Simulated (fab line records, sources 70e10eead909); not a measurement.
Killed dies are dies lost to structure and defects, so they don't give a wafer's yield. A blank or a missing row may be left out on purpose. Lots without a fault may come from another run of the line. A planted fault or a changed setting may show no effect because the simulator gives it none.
Which tool did it? | flow nand_harc | 12 lots, 36 wafers sampled, at 4 steps of a route of 1159

WHAT THE GAUGES READ, wafer by wafer
The record holds no reading of a measuring or inspecting step that can be judged against a usual standard deviation.

WHICH TOOL RAN EACH LOT (tool, then ch and the chambers of the sampled wafers, then the start)
lot  | NHARC_A_STAIRCASE_TRIM_220         | NHARC_A_STAIRCASE_ETCH_227                    | NHARC_A_STAIRCASE_TRIM_231         | NHARC_A_STAIRCASE_ETCH_236
L400 | rie_diel-04 ch 1,3, day 11 07:02   | rie_diel-04 ch 0,2, day 11 08:25 or earlier   | rie_diel-04 ch 0,1,2, day 11 08:25 | rie_diel-04 ch 1,2, no start
L402 | rie_diel-06 ch 1,3, day 11 13:11   | rie_diel-06 ch 2,3, day 11 14:30 or earlier   | rie_diel-05 ch 1,2, day 11 14:30   | rie_diel-05 ch 0,2, no start
L405 | rie_diel-05 ch 0,1,3, day 11 20:22 | rie_diel-05 ch 0,2,3, day 11 22:05 or earlier | rie_diel-06 ch 1,3, day 11 22:05   | rie_diel-06 ch 0,2,3, no start
L403 | rie_diel-04 ch 0,2,3, day 11 20:23 | rie_diel-04 ch 0,2, day 11 21:56 or earlier   | rie_diel-04 ch 0,2,3, day 11 21:56 | rie_diel-04 ch 0,1, no start
L406 | rie_diel-05 ch 2,3, day 12 10:29   | rie_diel-05 ch 0,1,2, day 12 11:48 or earlier | rie_diel-05 ch 1,2,3, day 12 11:48 | rie_diel-05 ch 2,3, no start
L407 | rie_diel-05 ch 0,1,3, day 12 23:11 | rie_diel-05 ch 2,3, day 13 00:56 or earlier   | rie_diel-04 ch 0,1,3, day 13 00:56 | rie_diel-05 ch 0,2,3, no start
L410 | rie_diel-06 ch 1,2,3, day 13 06:56 | rie_diel-06 ch 0,2,3, day 13 09:05 or earlier | rie_diel-05 ch 1,2,3, day 13 09:05 | rie_diel-05 ch 0,1,2, no start
L409 | rie_diel-06 ch 0,1,3, day 13 14:11 | rie_diel-06 ch 1,2,3, day 13 15:29 or earlier | rie_diel-05 ch 0,3, day 13 15:29   | rie_diel-05 ch 1,3, no start
L412 | rie_diel-05 ch 1,2, day 14 03:37   | rie_diel-05 ch 1,2, day 14 04:56 or earlier   | rie_diel-05 ch 0,1, day 14 04:56   | rie_diel-05 ch 1,2,3, no start
L414 | rie_diel-06 ch 2,3, day 14 04:20   | rie_diel-06 ch 0,2,3, day 14 05:47 or earlier | rie_diel-04 ch 0,1, day 14 05:47   | rie_diel-04 ch 1,3, no start
L417 | rie_diel-05 ch 0,1, day 15 03:40   | rie_diel-05 ch 0,1,2, day 15 05:04 or earlier | rie_diel-04 ch 2,3, day 15 05:04   | rie_diel-04 ch 0,2, no start
L419 | rie_diel-04 ch 0,1,3, day 15 20:06 | rie_diel-04 ch 0,2, day 15 21:25 or earlier   | rie_diel-04 ch 1,2,3, day 15 21:25 | rie_diel-04 ch 1,3, no start
- NHARC_A_STAIRCASE_TRIM_220: chemistry O2, time 211.2 s.
- NHARC_A_STAIRCASE_ETCH_227: etches the open film in C4F8/O2, target depth 100 nm, time 40.5 s.
- NHARC_A_STAIRCASE_TRIM_231: chemistry O2, time 211.2 s.
- NHARC_A_STAIRCASE_ETCH_236: etches the open film in C4F8/O2, target depth 100 nm, time 40.5 s.

WHAT THE TOOLS THEMSELVES READ (means of the sampled wafers that have a number; where no wafer has one, the mark that the record gives instead)
NHARC_A_STAIRCASE_TRIM_220. Usual: drypump_motor_current_A 5.71 A, standard deviation 0.2; o2_flow_sccm 500.0 sccm, standard deviation 1.4; oes_product_au 0.998 a.u., standard deviation 0.01; rf_vpp_V 57.7 V, standard deviation 0.99; showerhead_plenum_p_Torr 3.49 Torr, standard deviation 0.17; throttle_valve_pct 17.036 %, standard deviation 0.0099.
lot  | tool        | drypump_motor_current_A (A) | o2_flow_sccm (sccm) | oes_product_au (a.u.) | rf_vpp_V (V) | showerhead_plenum_p_Torr (Torr) | throttle_valve_pct (%) | flag
L400 | rie_diel-04 | 5.65                        | 500.3               | 0.995                 | 57.2         | 3.54                            | 17.041                 |
L402 | rie_diel-06 | 5.91                        | 499.0               | 1.005                 | 58.4         | 3.55                            | 17.030                 |
L405 | rie_diel-05 | 5.75                        | 499.1               | 0.996                 | 57.5         | 3.49                            | 17.030                 |
L403 | rie_diel-04 | 5.78                        | 500.3               | 0.998                 | 57.9         | 3.69                            | 17.042                 |
L406 | rie_diel-05 | 5.50                        | 500.3               | 1.009                 | 58.2         | 3.59                            | 17.030                 |
L407 | rie_diel-05 | 5.76                        | 501.5               | 0.994                 | 57.5         | 3.49                            | 17.039                 |
L410 | rie_diel-06 | 5.90                        | 500.0               | 0.996                 | 57.7         | 3.44                            | 17.045                 |
L409 | rie_diel-06 | 5.87                        | 498.4               | 1.008                 | 58.2         | 3.43                            | 17.045                 |
L412 | rie_diel-05 | 5.61                        | 499.8               | 0.997                 | 57.4         | 3.40                            | 17.038                 |
L414 | rie_diel-06 | 5.74                        | 500.5               | 1.005                 | 57.7         | 3.54                            | 17.043                 |
L417 | rie_diel-05 | 5.75                        | 499.3               | 0.983                 | 57.2         | 3.34                            | 17.034                 |
L419 | rie_diel-04 | 5.74                        | 499.4               | 0.993                 | 57.3         | 3.57                            | 17.041                 |

NHARC_A_STAIRCASE_ETCH_227. Usual: oes_product_au 0.940 a.u., standard deviation 0.0095; rf_vpp_V 895 V, standard deviation 6.2.
lot  | tool        | oes_product_au (a.u.) | rf_vpp_V (V) | flag
L400 | rie_diel-04 | 0.951                 | 903          |
L402 | rie_diel-06 | 0.952                 | 896          |
L405 | rie_diel-05 | 0.933                 | 896          |
L403 | rie_diel-04 | 0.944                 | 903          |
L406 | rie_diel-05 | 0.944                 | 890          |
L407 | rie_diel-05 | 0.936                 | 901          |
L410 | rie_diel-06 | 0.934                 | 892          |
L409 | rie_diel-06 | 0.947                 | 892          |
L412 | rie_diel-05 | 0.944                 | 893          |
L414 | rie_diel-06 | 0.938                 | 892          |
L417 | rie_diel-05 | 0.935                 | 891          |
L419 | rie_diel-04 | 0.942                 | 903          |

NHARC_A_STAIRCASE_TRIM_231. Usual: drypump_motor_current_A 5.69 A, standard deviation 0.2; o2_flow_sccm 499.7 sccm, standard deviation 1.4; oes_product_au 0.998 a.u., standard deviation 0.0093; rf_vpp_V 57.8 V, standard deviation 0.9; showerhead_plenum_p_Torr 3.53 Torr, standard deviation 0.17; throttle_valve_pct 17.037 %, standard deviation 0.0081.
lot  | tool        | drypump_motor_current_A (A) | o2_flow_sccm (sccm) | oes_product_au (a.u.) | rf_vpp_V (V) | showerhead_plenum_p_Torr (Torr) | throttle_valve_pct (%) | flag
L400 | rie_diel-04 | 5.60                        | 499.6               | 0.998                 | 57.4         | 3.63                            | 17.043                 |
L402 | rie_diel-05 | 5.47                        | 499.8               | 1.006                 | 57.7         | 3.46                            | 17.039                 |
L405 | rie_diel-06 | 6.08                        | 500.9               | 1.011                 | 57.3         | 3.44                            | 17.044                 |
L403 | rie_diel-04 | 5.76                        | 498.1               | 1.008                 | 58.3         | 3.69                            | 17.032                 |
L406 | rie_diel-05 | 5.63                        | 501.0               | 0.998                 | 58.4         | 3.55                            | 17.033                 |
L407 | rie_diel-04 | 5.74                        | 500.2               | 0.997                 | 58.1         | 3.58                            | 17.035                 |
L410 | rie_diel-05 | 5.63                        | 500.6               | 0.995                 | 57.7         | 3.55                            | 17.035                 |
L409 | rie_diel-05 | 5.76                        | 499.9               | 1.000                 | 57.4         | 3.47                            | 17.039                 |
L412 | rie_diel-05 | 5.72                        | 502.7               | 0.996                 | 57.9         | 3.33                            | 17.041                 |
L414 | rie_diel-04 | 5.58                        | 498.7               | 0.984                 | 57.2         | 3.53                            | 17.034                 |
L417 | rie_diel-04 | 5.75                        | 500.1               | 0.951                 | 58.0         | 3.72                            | 17.033                 | OFF
L419 | rie_diel-04 | 5.70                        | 500.9               | 0.948                 | 57.6         | 3.62                            | 17.043                 | OFF

NHARC_A_STAIRCASE_ETCH_236. Usual: oes_product_au 0.941 a.u., standard deviation 0.012; rf_vpp_V 896 V, standard deviation 6.1.
lot  | tool        | oes_product_au (a.u.) | rf_vpp_V (V) | flag
L400 | rie_diel-04 | 0.940                 | 901          |
L402 | rie_diel-05 | 0.937                 | 893          |
L405 | rie_diel-06 | 0.947                 | 892          |
L403 | rie_diel-04 | 0.946                 | 897          |
L406 | rie_diel-05 | 0.962                 | 901          |
L407 | rie_diel-05 | 0.957                 | 896          |
L410 | rie_diel-05 | 0.934                 | 891          |
L409 | rie_diel-05 | 0.939                 | 895          |
L412 | rie_diel-05 | 0.932                 | 896          |
L414 | rie_diel-04 | 0.926                 | 896          |
L417 | rie_diel-04 | 0.942                 | 902          |
L419 | rie_diel-04 | 0.942                 | 896          |

THE ANSWER, worked out from the rows above alone
Rule: a lot is off if the mean of its wafers that have a number lies more than 3 standard deviations from the usual mean. A lot without any number at a reading at which 4 lots or more have one is off too. The other lots that the step has rows for count as sound. The gauges are gone through in route order, then the tools' own readings, and for those a lot's mean is taken as printed above. The first step at which some lot is off is used, and at that step the reading that is off furthest; a lot without a number counts as furthest.
Off: L417, L419, at NHARC_A_STAIRCASE_TRIM_231 (oes_product_au).
A tool fits if, at that step or a process step before it, it ran every lot that is off, and no sound lot after the first of them. NHARC_A_STAIRCASE_ETCH_227 gives no start for some lots, so the hours and the order of its lots are those of NHARC_A_STAIRCASE_TRIM_231. One fits: rie_diel-04 at NHARC_A_STAIRCASE_TRIM_231. Its last sound lot is L414 (day 14 05:47), its first lot that is off L417 (day 15 05:04): a fault that began between those two fits.
The tool's own readings at NHARC_A_STAIRCASE_TRIM_231 bear it out: on the lots that are off they differ by more than 5 times the standard deviation of the sound lots' means. oes_product_au reads 0.950 a.u. there against 0.999 a.u. on the sound lots.

WHAT THE SIMULATOR HAD PUT IN
Process parameter drift: rie_diel-04, from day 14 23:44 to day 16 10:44, at NHARC_A_STAIRCASE_TRIM_231. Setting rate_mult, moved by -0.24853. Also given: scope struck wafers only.
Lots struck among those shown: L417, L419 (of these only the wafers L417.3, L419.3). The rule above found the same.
